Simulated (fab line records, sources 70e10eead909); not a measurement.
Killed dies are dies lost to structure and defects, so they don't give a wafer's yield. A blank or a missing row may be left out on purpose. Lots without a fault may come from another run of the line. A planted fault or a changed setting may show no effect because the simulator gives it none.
fab line records | flow nand_harc
record lots=6 wafers=18 last_day=33
route steps=1302 shown A_SLIT@946 A_SIN_REMOVE@947 A_WL_FILL@952 A_CONTACT@983 END@1302
lots that met no fault: from a run of the same line without faults
start_h: hours from the record's first day to the start of the lot's first wafer shown | wait_h: hours since the lot's step before | " the same as in the row above | L1.1+2: a row that stands for several wafers | - no value, or no start given | * or withheld: withheld | < > ~ a bound
route shown NAME@n: a module of which the file shows steps, and the number in the route of the first | usual: mean/standard deviation of fault-free wafers | same: alike in all rows | chamber/n: place in a boat | sites: the reading at each site | _std_site: their standard deviation | _edge_site: outer sites' mean less inner sites' | radius_mm: how far each site lies from the wafer's centre | mask NAME#n: copy n | behind: the tool/chamber that last shaped the wafer | hold: why the lot was held/for how many hours/how that ended | device: the transistor (n, p or np) that didn't switch | end of line: the same wafers' tests at the end of the route | a step without rows: its recipe alone | killed: dies lost to structure and defects at the first sort, not the wafer's yield | map: a wafer's dies, x killed, . not, _ none there
set.NAME: the setting as run; set.NAME@STEP: as run at that earlier step | model.NAME: the simulator's own value behind a step, which no gauge read
lots at some steps of the route; a table a step, a row a wafer
services: from which hour (start_h, from the record's first day; less than 0 if before it) a tool's chamber was out of use, for how many hours, and why
## steps
# step NHARC_A_SLIT_CD_MEAS_21
# usual cd_nm=289.7/0.82
# columns lot.wafer tool chamber start_h wait_h cd_nm
L407.2 cd_sem-01 - 484.40 - 290.4
L407.3 " - " " 289.4
L407.5 " - " " 289.6
L406.3 cd_sem-02 - 488.29 - 290.6
L406.5 " - " " 290.8
L406.6 " - " " 290.0
L414.1 cd_sem-03 - 570.12 - 290.6
L414.2 " - " " 290.4
L414.3 " - " " 290.3
L416.1 cd_sem-03 - 574.38 - 289.9
L416.2 " - " " 289.1
L416.4 " - " " 289.1
L424.1 cd_sem-01 - 662.88 - 290.1
L424.4 " - " " 289.3
L424.5 " - " " 289.8
L426.4 cd_sem-01 - 676.34 0.1 289.6
L426.5 " - " " 290.2
L426.6 " - " " 289.8
# step NHARC_A_SIN_REMOVE_WET_00
# recipe temp_c=160 time_s=15300 chemistry=H3PO4
# step NHARC_A_SIN_REMOVE_PRECLEAN_01
# recipe time_s=* temp_c=50 bath_age_min=0 chemistry=SC1
# step NHARC_A_SIN_REMOVE_SRD_02
# step NHARC_A_SIN_REMOVE_INSPECT_04
# usual raw_defect_count=417/99
# columns lot.wafer tool chamber start_h wait_h raw_defect_count
L407.2 defect_inspect-02 - 491.07 0.0 587
L407.3 " - " " 370
L407.5 " - " " 396
L406.3 defect_inspect-02 - 494.87 0.0 449
L406.5 " - " " 580
L406.6 " - " " 463
L414.1 defect_inspect-01 - 576.79 0.0 330
L414.2 " - " " 455
L414.3 " - " " 355
L416.1 defect_inspect-02 - 580.99 0.0 321
L416.2 " - " " 408
L416.4 " - " " 301
L424.1 defect_inspect-02 - 669.49 0.0 395
L424.4 " - " " 318
L424.5 " - " " 361
L426.4 defect_inspect-02 - 682.97 0.0 401
L426.5 " - " " 478
L426.6 " - " " 546
# step NHARC_A_WL_FILL_ALD_00
# recipe target_thk_a=30 pulse_time_s=3 ald_cycles=30 temp_c=300 material=Al2O3
# step NHARC_A_WL_FILL_RTA_01
# recipe temp_c=1000 time_s=5
# step NHARC_A_WL_FILL_ALD_02
# recipe target_thk_a=20 pulse_time_s=3 ald_cycles=100 temp_c=450 material=TiN
# usual heater_power_w=1078/75 precursor_pulse_height_rel=1.000/0.02
# columns lot.wafer tool chamber start_h wait_h heater_power_w precursor_pulse_height_rel
L407.2 ald_metal-02 3 491.64 0.2 1163 0.972
L407.3 " 1 " " 1083 0.977
L407.5 " 3 " " 1206 1.014
L406.3 ald_metal-03 2 495.41 0.1 1018 0.958
L406.5 " 2 " " 1016 0.979
L406.6 " 3 " " 1008 0.963
L414.3 ald_metal-01 3 577.50 0.1 953 1.021
L414.1 " 0 " " 969 1.029
L414.2 " 1 " " 1177 1.028
L416.4 ald_metal-02 0 581.58 0.1 1111 1.022
L416.1 " 2 " " 1077 0.989
L416.2 " 3 " " 1148 1.033
L424.1 ald_metal-03 3 670.04 0.2 1069 0.983
L424.4 " 0 " " 969 0.975
L424.5 " 3 " " 1064 0.993
L426.4 ald_metal-02 2 683.63 0.2 1101 0.995
L426.6 " 3 " " 1172 0.993
L426.5 " 0 " " 1206 0.994
# step NHARC_A_WL_FILL_CVD_03
# recipe target_thk_a=400 temp_c=300 pressure_torr=40 wf6_flow_sccm=40 h2_flow_sccm=1600 ar_flow_sccm=1560 time_s=279 material=W
# step NHARC_A_WL_FILL_ETCHBACK_04
# recipe target_depth_a=600 time_s=120 chemistry=NF3
# usual drypump_motor_current_A=5.8/0.35 oes_product_au=1.000/0.0075
# columns lot.wafer tool chamber start_h wait_h drypump_motor_current_A oes_product_au rf_hours_counter_h
L407.2 rie_metal-02 1 492.45 0.4 5.6 1.002 0.3
L407.3 " 1 " " 5.6 0.990 -
L407.5 " 1 " " 5.6 0.997 -
L406.3 rie_metal-03 1 496.57 0.2 6.5 1.006 -
L406.6 " 1 " " 6.4 0.999 -
L406.5 " 0 " " 5.7 1.001 -
L414.1 rie_metal-03 1 578.32 0.3 6.5 1.005 0.9
L414.2 " 0 " " 5.7 0.989 0.9
L414.3 " 1 " " 6.5 1.006 -
L416.2 rie_metal-03 1 582.38 0.3 6.5 1.007 1.1
L416.1 " 0 " " 5.7 1.004 1.1
L416.4 " 1 " " 6.5 1.017 -
L424.1 rie_metal-01 0 670.89 0.3 5.8 0.999 1.4
L424.4 " 0 " " 5.8 1.004 -
L424.5 " 1 " " 5.8 0.993 -
L426.4 rie_metal-03 1 684.41 0.2 6.5 0.993 -
L426.5 " 1 " " 6.5 0.997 -
L426.6 " 0 " " 5.7 0.991 -
# step NHARC_A_WL_FILL_ETCHBACK_05
# recipe target_depth_a=220 time_s=60 temp_c=40 chemistry=Cl2/BCl3
# usual drypump_motor_current_A=5.8/0.34 oes_product_au=1.000/0.0064
# columns lot.wafer tool chamber start_h wait_h drypump_motor_current_A oes_product_au rf_hours_counter_h
L407.2 rie_metal-02 1 492.67 0.2 5.6 0.997 0.4
L407.3 " 0 " " 5.4 0.996 -
L407.5 " 0 " " 5.4 1.000 -
L406.3 rie_metal-03 1 496.77 0.2 6.5 1.000 -
L406.5 " 1 " " 6.5 1.001 -
L406.6 " 0 " " 5.7 0.995 -
L414.2 rie_metal-03 1 578.57 0.2 6.5 1.000 1.0
L414.1 " 0 " " 5.7 0.992 1.0
L414.3 " 0 " " 5.7 0.993 -
L416.2 rie_metal-03 1 582.62 0.2 6.5 0.995 1.3
L416.1 " 0 " " 5.7 0.996 1.3
L416.4 " 0 " " 5.7 0.995 -
L424.1 rie_metal-01 0 671.11 0.2 5.8 1.009 1.6
L424.4 " 0 " " 5.8 1.003 -
L424.5 " 0 " " 5.8 0.998 -
L426.4 rie_metal-03 0 684.61 0.2 5.7 0.994 -
L426.6 " 0 " " 5.7 1.006 -
L426.5 " 1 " " 6.5 1.009 -
# step NHARC_A_WL_FILL_STRIP_27
# recipe power_w=1500 temp_c=250 time_s=20 chemistry=N2/H2
# usual drypump_motor_current_A=5.8/0.38 heater_power_w=348/45
# columns lot.wafer tool chamber start_h wait_h drypump_motor_current_A heater_power_w rf_hours_counter_h
L407.2 plasma_asher-02 1 492.80 0.1 6.5 269 12
L407.3 " 1 " " 6.5 280 -
L407.5 " 1 " " 6.5 272 -
L406.3 plasma_asher-02 1 496.95 0.2 6.5 282 -
L406.5 " 0 " " 5.7 311 -
L406.6 " 1 " " 6.5 270 -
L414.1 plasma_asher-01 1 578.73 0.1 5.4 391 10
L414.2 " 0 " " 5.8 367 10
L414.3 " 1 " " 5.4 399 -
L416.1 plasma_asher-02 1 582.76 0.1 6.5 269 32
L416.2 " 0 " " 5.7 319 32
L416.4 " 0 " " 5.7 326 -
L424.1 plasma_asher-01 0 671.35 0.2 5.9 367 29
L424.4 " 1 " " 5.5 403 -
L424.5 " 0 " " 5.9 357 -
L426.4 plasma_asher-01 1 684.80 0.2 5.4 384 -
L426.6 " 0 " " 5.8 376 -
L426.5 " 1 " " 5.5 397 -
# step NHARC_A_WL_FILL_STRIP_28
# recipe time_s=1200 temp_c=72.5 chemistry=post_etch_residue_remover
# step NHARC_A_WL_FILL_PRECLEAN_06
# recipe time_s=300 chemistry=DIW
# step NHARC_A_WL_FILL_SRD_07
# step NHARC_A_WL_FILL_ANNEAL_08
# recipe temp_c=450 time_s=1800
# step NHARC_A_WL_FILL_ALD_10
# recipe target_thk_a=500 pulse_time_s=10 ald_cycles=500 temp_c=300 material=SiO2
# step NHARC_A_WL_FILL_ETCHBACK_16
# recipe target_depth_a=1200 time_s=24 c4f8_flow_sccm=withheld o2_flow_sccm=8 ar_flow_sccm=withheld rf_w=600 bias_w=800 chemistry=C4F8/O2/Ar
# step NHARC_A_WL_FILL_STRIP_29
# recipe time_s=20 o2_flow_sccm=500 ar_flow_sccm=0 bias_w=0 chemistry=O2
# step NHARC_A_WL_FILL_ETCHBACK_17
# recipe target_depth_a=40 time_s=26.7 chemistry=Cl2/BCl3
# step NHARC_A_WL_FILL_PRECLEAN_18
# recipe time_s=30 chemistry=dHF
# step NHARC_A_WL_FILL_SRD_21
# step NHARC_A_WL_FILL_CVD_23
# recipe target_thk_a=400 temp_c=620 pressure_mtorr=200 time_s=800 material=poly-Si
# step NHARC_A_WL_FILL_ETCHBACK_26
# recipe target_depth_a=520 time_s=13.3 hbr_flow_sccm=150 rf_w=350 icp_w=350 bias_w=60 chemistry=HBr
# step NHARC_A_WL_FILL_PRECLEAN_30
# recipe time_s=10 chemistry=dHF
# step NHARC_A_WL_FILL_SRD_14
# step NHARC_A_WL_FILL_ALD_19
# recipe target_thk_a=20 pulse_time_s=3 ald_cycles=100 temp_c=450 material=TiN
# usual heater_power_w=1070/77 precursor_pulse_height_rel=1.000/0.018
# columns lot.wafer tool chamber start_h wait_h heater_power_w precursor_pulse_height_rel
L407.3 ald_metal-01 2 509.03 0.1 1099 0.998
L407.2 " 0 " " 1008 1.018
L407.5 " 1 " " 1170 1.020
L406.3 ald_metal-03 1 516.34 0.1 1023 0.982
L406.6 " 0 " " 981 1.024
L406.5 " 1 " " 1077 1.001
L416.2 ald_metal-02 3 597.30 0.1 1173 1.022
L416.4 " 1 " " 1104 1.011
L416.1 " 2 " " 1103 0.970
L414.2 ald_metal-01 3 597.30 0.1 982 0.973
L414.3 " 1 " " 1173 0.971
L414.1 " 2 " " 1085 0.986
L424.1 ald_metal-03 3 686.99 0.1 1071 0.985
L424.4 " 0 " " 952 1.014
L424.5 " 0 " " 963 1.014
L426.4 ald_metal-01 0 700.46 0.2 993 1.000
L426.5 " 1 " " 1191 1.033
L426.6 " 2 " " 1130 0.999
# step NHARC_A_WL_FILL_CVD_20
# recipe target_thk_a=1000 temp_c=400 pressure_torr=40 wf6_flow_sccm=40 h2_flow_sccm=1600 ar_flow_sccm=1560 time_s=74 material=W
# step NHARC_A_WL_FILL_CMP_12
# recipe t_overpolish_s=30 target_thk_nm=100
# step NHARC_A_WL_FILL_SRD_31
# step NHARC_A_CONTACT_DEP_24
# recipe target_thk_a=5000 temp_c=400 pressure_torr=6.5 rf_w=900 teos_flow_sccm=161.4 flow_sccm=2650 target_thk_nm=500 gas=O2 material=SiO2
# step NHARC_A_CONTACT_DEP_28
# recipe target_thk_a=70000 temp_c=400 material=aC
# usual throttle_valve_pct=35.000/0.0084
# columns lot.wafer tool chamber start_h wait_h throttle_valve_pct
L407.2 acl_dep-02 0 511.27 0.8 35.004
L407.3 " 0 " " 34.987
L407.5 " 0 513.41 2.9 34.997
L406.3 acl_dep-03 0 520.73 2.9 35.008
L406.5 " 0 522.13 4.3 34.993
L406.6 " 0 " " 34.968
L416.1 acl_dep-01 0 598.83 0.1 35.007
L416.2 " 0 " " 34.996
L416.4 " 0 600.96 2.2 35.001
L414.1 acl_dep-03 0 598.83 0.1 34.999
L414.2 " 0 " " 35.008
L414.3 " 0 " " 35.005
L424.1 acl_dep-03 0 690.80 2.4 35.008
L424.4 " 0 692.92 4.5 34.998
L424.5 " 0 " " 35.003
L426.4 acl_dep-01 0 704.06 2.2 35.002
L426.5 " 0 " " 34.997
L426.6 " 0 " " 34.989
# step NHARC_A_CONTACT_DEP_29
# recipe target_thk_a=1000 target_thk_nm=100 temp_c=400 pressure_torr=3.5 flow_sccm=200 rf_w=350 material=SiON
# step NHARC_A_CONTACT_DEHYDRATE_32
# recipe temp_c=150 time_s=120
# step NHARC_END_SORT_01
# recipe temp_c=25
# usual killed_at_array=53/18 killed_at_other=0.9/1.3 killed_at_periphery=4/3.1 killed_dies=58/18 killed_open=3.4/2 killed_short=2.5/1.8
# same gross_dies=677
# columns lot.wafer tool chamber start_h wait_h killed_at_array killed_at_other killed_at_periphery killed_dies killed_open killed_short
L406.3 prober-01 0 603.77 3.1 47 0 6 53 4 4
L406.5 prober-01 0 605.38 3.7 42 1 4 47 7 0
L406.6 prober-01 0 606.19 4.0 63 0 6 69 3 3
L414.1 prober-01 0 681.51 2.5 106 1 3 110 2 2
L414.2 prober-01 0 682.31 2.8 115 0 3 118 2 0
L414.3 prober-01 0 683.11 3.1 120 0 3 123 1 3
L416.1 prober-02 0 681.58 2.5 95 0 2 97 3 1
L416.2 prober-02 0 682.39 2.8 106 0 4 110 3 6
L416.4 prober-02 0 684.00 3.4 92 0 2 94 3 2
# killed by level:class
L406.3 A_CHANNEL_HOLE_D2:chamber_film_flake=12 A_CHANNEL_HOLE_D1:chamber_film_flake=11 A_CONTACT:chamber_film_flake=9 A_STAIRCASE:chamber_film_flake=7 P_GATE:chamber_film_flake=3 P_CONTACT:geometric_particle:open=2 P_M0:geometric_particle:short=1 A_ONON_D1:geometric_particle:short=1
L406.5 A_CHANNEL_HOLE_D2:chamber_film_flake=15 A_CHANNEL_HOLE_D1:chamber_film_flake=12 A_SLIT:chamber_film_flake=3 A_BLC:geometric_particle:open=2 P_GATE:chamber_film_flake=2 A_CONTACT:chamber_film_flake=2 A_STAIRCASE:chamber_film_flake=2 P_CONTACT:geometric_particle:open=1
L406.6 A_CHANNEL_HOLE_D1:chamber_film_flake=27 A_CHANNEL_HOLE_D2:chamber_film_flake=24 A_STAIRCASE:chamber_film_flake=4 P_M1:chamber_film_flake=3 A_CHANNEL_FILL_D2:geometric_particle:open=2 P_GATE:chamber_film_flake=2 A_SLIT:chamber_film_flake=2 P_CONTACT:geometric_particle:open=1
L414.1 A_WL_FILL:unspecified=60 A_SLIT:chamber_film_flake=26 A_CHANNEL_HOLE_D2:chamber_film_flake=11 A_CHANNEL_HOLE_D1:chamber_film_flake=3 A_CONTACT:chamber_film_flake=3 A_DECK1_JOINT:geometric_particle:open=1 A_CHANNEL_FILL_D2:geometric_particle:short=1 A_M0:geometric_particle:open=1
L416.1 A_WL_FILL:unspecified=62 A_CHANNEL_HOLE_D2:chamber_film_flake=14 A_CHANNEL_HOLE_D1:chamber_film_flake=7 A_SLIT:chamber_film_flake=4 A_CHANNEL_FILL_D1:geometric_particle:open=1 A_DECK1_JOINT:geometric_particle:open=1 A_CHANNEL_FILL_D2:geometric_particle:open=1 A_WL_FILL:geometric_particle:short=1
L414.2 A_WL_FILL:unspecified=74 A_SLIT:chamber_film_flake=18 A_CHANNEL_HOLE_D2:chamber_film_flake=12 A_CHANNEL_HOLE_D1:chamber_film_flake=5 A_CONTACT:chamber_film_flake=5 P_M0:geometric_particle:open=1 A_ONON_D2:geometric_particle:open=1 P_STI:chamber_film_flake=1
L416.2 A_WL_FILL:unspecified=69 A_CHANNEL_HOLE_D2:chamber_film_flake=15 A_CHANNEL_HOLE_D1:chamber_film_flake=6 A_CONTACT:chamber_film_flake=5 A_CHANNEL_FILL_D1:geometric_particle:short=2 P_STI:chamber_film_flake=2 A_CHANNEL_FILL_D2:chamber_film_flake=2 P_M0:geometric_particle:open=1
L414.3 A_WL_FILL:unspecified=69 A_SLIT:chamber_film_flake=23 A_CHANNEL_HOLE_D2:chamber_film_flake=9 A_CONTACT:chamber_film_flake=7 A_CHANNEL_FILL_D2:chamber_film_flake=5 A_STAIRCASE:chamber_film_flake=2 A_ONON_D1:geometric_particle:short=1 A_CHANNEL_FILL_D1:geometric_particle:short=1
L416.4 A_WL_FILL:unspecified=57 A_CHANNEL_HOLE_D2:chamber_film_flake=17 A_CONTACT:chamber_film_flake=6 A_CHANNEL_HOLE_D1:chamber_film_flake=5 A_CHANNEL_FILL_D2:chamber_film_flake=2 P_CONTACT:geometric_particle:open=1 A_CHANNEL_FILL_D1:geometric_particle:short=1 A_DECK1_JOINT:geometric_particle:open=1
# map L414.3 (x killed, . not)
____________.____________
_________....x.x_________
_______........xxx_______
______.......x..xxx______
_____....xx....xxxxx_____
____...........xx.xxx____
____...........xxxx..____
___...........x.xxx...___
___..............xxx..___
__.............x...x...__
__x.............x......__
_x...x.................._
_..x..................x._
_......................._
_....x........x.....x..._
_.................x..xxx_
...................xxxxxx
....................xxxxx
..................xxxxxxx
..................xxxxxxx
..................xxxxxxx
_.................xxxxxx_
_..x..............xxxxxx_
_................xxxxxxx_
_..............x..xxxxxx_
_............x.....xx.xx_
__................x..x.__
__.........x.x......x..__
___.........x......x..___
___.......x...........___
____...............x.____
____................x____
_____..............._____
______......x......______
_______..........._______
_________......._________
____________x____________
# map L416.2 (x killed, . not)
____________.____________
_________x..x.xx_________
_______.......x.xx_______
______.....x.x...x.______
_____.......x..xxx.._____
____............xxx..____
____...........x..x..____
___.x........x..x.x...___
___...........x.......___
__.....................__
__..........x.....x....__
_......................._
_......................._
_......................._
_......................._
_......................._
.....................x...
....x............x.xx....
..........xx....xxxxxxx..
................xxxxxx...
...............xxxxxxxx..
_..............xxxxxxx.._
_.........x.x...xxxxxx.._
_.............xxxxxxxxx._
_..........x...xxxxxxx.._
_.............xxxxxxxx.._
__.........x....x.xx.x.__
__...............x.xx.x__
___...x..x............___
___......x...x........___
____x................____
____.................____
_____..x............_____
______..x..........______
_______..........._______
_________......._________
____________.____________
## services
# columns tool chamber start_h hours kind
acl_dep-03 - 480.11 13.0 pm
plasma_asher-01 - 519.00 9.0 pm
rie_metal-03 - 519.00 9.0 pm
rie_metal-03 0 519.00 9.0 vent_cycle
ald_metal-03 - 520.53 2.3 repair
ald_metal-01 - 526.00 10.0 pm
ald_metal-01 1 540.69 10.3 repair
acl_dep-01 - 550.02 13.0 pm
rie_metal-02 1 563.79 7.0 repair
ald_metal-03 - 568.00 10.0 pm
rie_metal-01 - 575.11 9.0 pm
plasma_asher-02 - 585.82 4.3 repair
plasma_asher-01 - 594.24 2.0 repair
plasma_asher-02 - 603.60 9.0 pm
ald_metal-03 1 606.23 3.4 repair
acl_dep-02 - 607.06 13.0 pm
ald_metal-02 - 610.00 10.0 pm
ald_metal-02 1 625.65 27.6 repair
rie_metal-01 0 630.73 3.7 repair
rie_metal-02 - 631.00 9.0 pm
acl_dep-03 - 661.11 13.0 pm
plasma_asher-01 - 696.00 9.0 pm
rie_metal-03 - 696.00 9.0 pm
ald_metal-01 - 704.00 10.0 pm
## key
first_sign step=NHARC_END_SORT_01 reading=killed_at_array direction=up sigmas=3 usual=53 struck=106
effect step=NHARC_END_SORT_01 reading=killed_dies direction=up sigmas=2.8 usual=58 struck=109
more_kills_born_at NHARC_A_WL_FILL_ETCHBACK_05@rie_metal-03=391
met_at NHARC_A_WL_FILL_ETCHBACK_05
struck_wafers L414.1,L414.2,L414.3,L416.1,L416.2,L416.4
tester_left_out L414,L416
onset_between 496.77 578.57
fault kind=chamber_particle_source tool=rie_metal-03 chamber=- onset_h=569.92 steps=NHARC_A_WL_FILL_ETCHBACK_05 rate_per_visit_cm2=0.46313 end_h=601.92
# tester_left_out: of these lots the tester's yield and bins aren't shown, on N5 and GAA mostly nor the transistor test; their killed dies are dies lost to structure and defects alone, not to doping, threshold or leakage, so they don't give the yield
